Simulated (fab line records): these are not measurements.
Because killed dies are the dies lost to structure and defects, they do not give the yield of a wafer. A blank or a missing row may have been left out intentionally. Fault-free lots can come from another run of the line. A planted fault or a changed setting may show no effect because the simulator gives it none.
Which tool is to blame? ; flow n5Finfet ; 8 lots, 24 wafers sampled, at 5 steps of a route of 1938

## WHAT THE GAUGES SHOWED, per wafer
N5_BEOL_M1_INSPECT_13: inspects for defects (brightfield).
lot;measured;on;rawDefectCount
L497;day 6 01:30;defectInspect-01;253 302 226
L500;day 6 19:40;defectInspect-02;356 411 343
L499;day 6 22:37;defectInspect-01;565 236 402
L501;day 7 00:47;defectInspect-02;287 256 327
L504;day 8 09:01;defectInspect-01;551 379 325
L517;day 11 10:26;defectInspect-01;335 297 372
L519;day 11 19:30;defectInspect-01;406 315 381
L520;day 11 22:05;defectInspect-01;274 456 230

N5_BEOL_M4_RC_MEAS_101.
lot;measured;on;DIBL_N (mV/V);DIBL_P (mV/V);IOFF_N (nA/um);IOFF_P (nA/um);ION_N (uA/um);ION_P (uA/um);SS_N (mV/dec);SS_P (mV/dec);VT_N (mV);VT_P (mV)
L497;day 7 14:05;prober-01;36.3 35.6 36.4;35.8 34.9 35.2;0.162 0.149 0.160;0.194 0.182 0.188;674 654 655;458 449 453;71.9 71.7 71.4;73.4 73.3 74.0;249.4 250.6 249.2;-251.8 -255.3 -251.0
L500;day 8 06:36;prober-02;37.0 35.4 34.7;37.7 36.0 35.2;0.187 0.150 0.138;0.214 0.183 0.173;688 673 665;461 456 456;72.5 71.9 71.7;73.3 73.1 72.8;246.9 251.1 250.6;-248.0 -253.8 -253.1
L499;day 9 02:45;prober-01;35.1 34.0 35.6;36.3 34.5 37.5;0.140 0.123 0.162;0.184 0.166 0.199;657 662 678;452 454 459;71.0 71.6 71.6;72.7 72.7 73.4;250.2 251.7 249.5;-253.4 -255.6 -253.3
L501;day 8 20:59;prober-01;36.0 36.0 36.9;36.0 35.6 37.8;0.149 0.144 0.173;0.187 0.178 0.210;658 661 673;446 452 458;71.7 71.4 72.4;73.1 73.0 73.6;253.4 253.4 250.8;-250.9 -251.6 -251.3
L504;day 10 09:23;prober-02;34.4 36.3 35.7;35.5 37.5 36.6;0.140 0.174 0.159;0.198 0.229 0.215;668 675 668;457 464 458;71.3 71.7 71.5;72.5 73.4 73.4;252.3 248.8 250.5;-248.4 -248.3 -249.8
L517;day 12 22:19;prober-02;38.6 36.9 39.0;37.3 36.2 37.4;0.201 0.162 0.196;0.240 0.213 0.229;679 664 666;465 454 460;71.2 70.9 71.8;73.5 73.0 73.7;245.6 249.2 246.6;-246.5 -248.0 -249.1
L519;day 13 14:47;prober-02;38.4 39.1 37.7;38.8 39.1 37.5;0.186 0.205 0.175;0.236 0.240 0.207;677 685 684;466 467 463;71.4 72.2 71.6;73.5 73.5 72.5;249.3 246.7 248.6;-249.4 -248.1 -252.9
L520;day 13 19:11;prober-02;36.3 36.1 38.6;38.1 38.3 40.1;0.159 0.160 0.200;0.214 0.214 0.258;680 672 682;465 465 469;71.2 71.2 72.3;73.8 73.3 74.7;251.0 251.5 247.2;-251.5 -250.7 -249.7

## TOOL THAT RAN EACH LOT (tool first, then ch and the chambers of the sampled wafers, then the start)
lot;N5_BEOL_M1_ETCH_77;N5_BEOL_M1_VIA_ETCH_34;N5_BEOL_M1_STRIP_36
L497;rieDiel-05 ch 1,2, day 6 02:26;rieDiel-05 ch 0,2, day 6 03:43;rieDiel-05 ch 0,2, day 6 03:46
L500;rieDiel-05 ch 1,3, day 6 20:37;rieDiel-05 ch 0,1, day 6 21:47;rieDiel-05 ch 0,1, day 6 21:51
L499;rieDiel-02 ch 0,1,2, day 6 23:49;rieDiel-02 ch 1,2, day 7 09:04;rieDiel-02 ch 1,2, day 7 09:07
L501;rieDiel-05 ch 0,2,3, day 7 02:11;rieDiel-05 ch 1,2,3, day 7 09:59;rieDiel-05 ch 1,2,3, day 7 10:03
L504;rieDiel-05 ch 0,1,2, day 8 09:58;rieDiel-05 ch 0,1,2, day 8 19:22;rieDiel-05 ch 0,1,2, day 8 19:26
L517;rieDiel-06 ch 0,1,2, day 11 11:31;rieDiel-02 ch 0,3, day 11 12:20;rieDiel-02 ch 0,3, day 11 12:24
L519;rieDiel-05 ch 0,2,3, day 11 20:49;rieDiel-06 ch 1,2, day 12 00:47;rieDiel-06 ch 1,2, day 12 00:50
L520;rieDiel-02 ch 1,2,3, day 11 23:11;rieDiel-06 ch 1,2,3, day 12 05:46;rieDiel-06 ch 1,2,3, day 12 05:50
- N5_BEOL_M1_ETCH_77: etches underlayer in N2/H2, target depth 6.5 nm, time 5.2 s.
- N5_BEOL_M1_VIA_ETCH_34: etches the open film in C4F6/O2, target depth 67.8 nm, time 64.4 s.
- N5_BEOL_M1_STRIP_36: strips in N2/H2.

## AS READ BY THE TOOLS THEMSELVES (means over the sampled wafers that have a number; for cases with no such wafer, the mark the record gives instead)
N5_BEOL_M1_ETCH_77.
lot;tool;drypumpMotorCurrentA (A);etchRfOnTimeS (s);oesProductAu (a.u.);rfFwdPowerW (W);rfVppV (V);showerheadPlenumPTorr (Torr);throttleValvePct (%)
L497;rieDiel-05;5.5;5.18;0.65;818.4;525.7;2.58;18.19
L500;rieDiel-05;5.7;5.28;0.60;815.2;523.4;2.48;18.16
L499;rieDiel-02;5.2;5.28;0.73;819.2;524.8;2.62;17.90
L501;rieDiel-05;5.6;6.53;0.54;616.4;572.0;2.48;18.10
L504;rieDiel-05;5.6;6.52;0.63;617.6;574.4;2.56;17.96
L517;rieDiel-06;5.9;5.26;0.65;821.0;522.9;2.51;17.82
L519;rieDiel-05;5.6;5.18;0.72;819.1;525.8;2.57;17.87
L520;rieDiel-02;5.7;5.18;0.69;819.6;524.3;2.56;17.78

N5_BEOL_M1_VIA_ETCH_34.
lot;tool;O2_flow_sccm (sccm);drypumpMotorCurrentA (A);oesProductAu (a.u.);rfFwdPowerW (W);rfVppV (V);showerheadPlenumPTorr (Torr);throttleValvePct (%)
L497;rieDiel-05;9.995;5.5;0.74;347.2;669;2.83;30.91
L500;rieDiel-05;10.005;5.7;0.71;345.6;665;2.85;30.72
L499;rieDiel-02;10.000;5.4;0.77;345.9;659;2.88;30.68
L501;rieDiel-05;9.961;5.6;0.73;348.4;662;2.83;31.03
L504;rieDiel-05;9.998;5.6;0.83;348.3;666;2.86;30.83
L517;rieDiel-02;10.035;5.6;0.88;349.5;660;2.97;30.87
L519;rieDiel-06;9.991;6.2;0.74;346.3;666;2.80;30.91
L520;rieDiel-06;10.024;6.2;0.75;347.3;663;2.77;30.84

N5_BEOL_M1_STRIP_36.
lot;tool;drypumpMotorCurrentA (A);oesProductAu (a.u.);rfVppV (V);showerheadPlenumPTorr (Torr);tempC (C);throttleValvePct (%)
L497;rieDiel-05;5.5;0.74;59.4;2.53;40.12;24.0
L500;rieDiel-05;5.7;0.72;58.8;2.55;40.04;23.8
L499;rieDiel-02;5.4;0.77;59.4;2.59;40.01;23.8
L501;rieDiel-05;5.6;0.72;58.5;2.52;39.93;24.1
L504;rieDiel-05;5.6;0.82;58.0;2.56;39.88;23.9
L517;rieDiel-02;5.6;0.89;59.2;2.66;39.92;23.7
L519;rieDiel-06;6.2;0.74;58.8;2.48;40.00;23.6
L520;rieDiel-06;6.2;0.75;59.5;2.46;39.94;23.7

## THE ANSWER, worked out from the rows above alone
Rule: what is usual is taken from the lots themselves. The widest of any qualifying gaps counts: lots, ordered by their means at a reading, are off when they make up no more than a third of the lots, leave a main group of 4 or more, and stand apart from it by 3 or more times the standard deviation of that group's means. Not used: any main group whose means are identical at the precision the tables above print for the reading. Also off: a lot with no number at a reading for which 4 or more lots have one. Where the step has rows for the other lots, those lots are counted as sound. First the gauges in route order, then the tools' own readings, where a lot's mean is used as printed above. The first step at which some lot is off is used, and at that step the reading that is off furthest; a lot without a number counts as furthest.
Off at N5_BEOL_M1_ETCH_77 (rfFwdPowerW): L501, L504. The main group has a mean of 818.8 W with a standard deviation of 1.8.
A tool fits if, at that step or a process step before it, it ran every lot that is off, and no sound lot after the first of them. None of those tried fits.

## WHAT THE SIMULATOR HAD INSERTED
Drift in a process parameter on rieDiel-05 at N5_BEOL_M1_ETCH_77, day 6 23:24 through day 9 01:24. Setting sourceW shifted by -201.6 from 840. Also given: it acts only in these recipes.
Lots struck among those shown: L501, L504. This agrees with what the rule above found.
